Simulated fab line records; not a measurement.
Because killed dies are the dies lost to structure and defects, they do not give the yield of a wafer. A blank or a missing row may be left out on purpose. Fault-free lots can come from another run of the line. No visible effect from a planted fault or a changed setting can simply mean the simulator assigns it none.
Which of the tools did it? ; flow n5_finfet ; 10 lots, 29 wafers sampled, at 2 steps of a route of 1938

WHAT THE GAUGES READ, wafer by wafer
N5_BEOL_M4_RC_MEAS_101.
lot;measured;on;DIBL_N (mV/V)
L899;day 8 18:02;prober-02;34.3 35.6 35.1
L900;day 8 12:54;prober-02;34.4 36.0 36.2
L904;day 9 23:06;prober-01;37.1 35.8 37.0
L905;day 10 12:10;prober-01;38.0 37.3 36.9
L906;day 10 17:59;prober-02;36.4 36.4
L908;day 11 06:13;prober-01;34.2 34.6 36.7
L909;day 11 10:46;prober-01;36.6 36.2 33.7
L916;day 12 20:27;prober-01;34.9 34.4 35.2
L918;day 13 12:44;prober-01;36.8 38.2 37.3
L920;day 13 22:20;prober-02;34.9 35.4 36.7

EACH LOT AND THE TOOL THAT RAN IT (in order: tool; ch and the chambers of the sampled wafers; start)
lot;N5_BEOL_M0_SAQP_PECVD_97
L899;pecvd-01 ch 0,1,2, day 5 23:02
L900;pecvd-02 ch 0,1, day 6 05:37
L904;pecvd-01 ch 0,1,2, day 7 06:07
L905;pecvd-01 ch 0,2, day 7 09:21
L906;pecvd-01 ch 0,1, day 7 17:52
L908;pecvd-01 ch 0,1,2, day 8 07:36
L909;pecvd-03 ch 0,1,2, day 8 11:49
L916;pecvd-01 ch 0,1, day 10 07:03
L918;pecvd-01 ch 0,1, day 10 13:46
L920;pecvd-03 ch 0,1, day 11 05:50
- N5_BEOL_M0_SAQP_PECVD_97: deposits SiNx from SiH4/NH3/N2, target thk 23 nm, time 19.9 s.

THE ANSWER, worked out from the rows above alone
Rule: the usual values come from the lots themselves. Put in order of their means at a reading, lots are off if they are a third of the lots or fewer, leave a main group of 4 or more, and stand apart from it by a gap of 3 or more times the standard deviation of the main group's means; of several such gaps the widest counts. A main group whose means are all the same, to the digits that the tables above print for the reading, isn't used. A lot without any number at a reading at which 4 lots or more have one is off too. The other lots that the step has rows for count as sound.
Nothing can be told from this: no lot is off at any reading shown.

WHAT THE SIMULATOR HAD PUT IN
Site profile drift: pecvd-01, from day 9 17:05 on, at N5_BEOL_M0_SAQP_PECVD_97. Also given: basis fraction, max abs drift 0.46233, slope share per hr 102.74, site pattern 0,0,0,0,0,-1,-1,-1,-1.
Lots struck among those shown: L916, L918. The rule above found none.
